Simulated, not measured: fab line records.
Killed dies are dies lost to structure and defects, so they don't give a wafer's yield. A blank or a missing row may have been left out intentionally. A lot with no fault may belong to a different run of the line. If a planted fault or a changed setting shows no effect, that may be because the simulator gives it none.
Matching of chambers -- flow n5Finfet -- N5_BEOL_M5_DESCUM_16 on rieDiel-02 has 4 sister chambers
The step chemistry O2, time 7 s. 4 wafers are shown with their chamber, then 10 later ones without.

## WAFERS, EACH WITH ITS CHAMBER
wafer,chamber,drypumpMotorCurrentA (A)
L091.3,0,5.3
L092.1,2,6.3
L093.3,3,5.0
L093.5,1,5.7

## WAFERS WHOSE CHAMBER IS MISSING
wafer,drypumpMotorCurrentA (A)
L093.6,6.4
L096.2,5.0
L096.5,6.4
L096.6,5.7
L097.1,5.0
L097.3,5.7
L097.6,5.3
L095.2,5.0
L095.3,6.4
L095.6,6.3

## CHAMBER TAKEN BY EACH
wafer,from the rows above,in truth
L093.6,2,2
L096.2,3,3
L096.5,2,2
L096.6,1,1
L097.1,3,3
L097.3,1,1
L097.6,0,0
L095.2,3,3
L095.3,2,2
L095.6,2,2
Correctly placed: 10 of 10. Number that these rows cannot place: 0. Number placed wrongly: 0.
How it was worked out, from the rows above alone: a wafer's distance from a chamber is the root of the sum, over the readings, of the square of ((its reading less the chamber's mean) divided by the reading's scatter). If the next closest chamber is less than 2 further off than the closest, the wafer can't be placed; otherwise it belongs to the closest. A chamber's mean is the mean of its shown wafers. The scatter (one wafer shown for each chamber): square how far every hidden wafer sits from the nearest shown wafer, average those squares and take the square root.
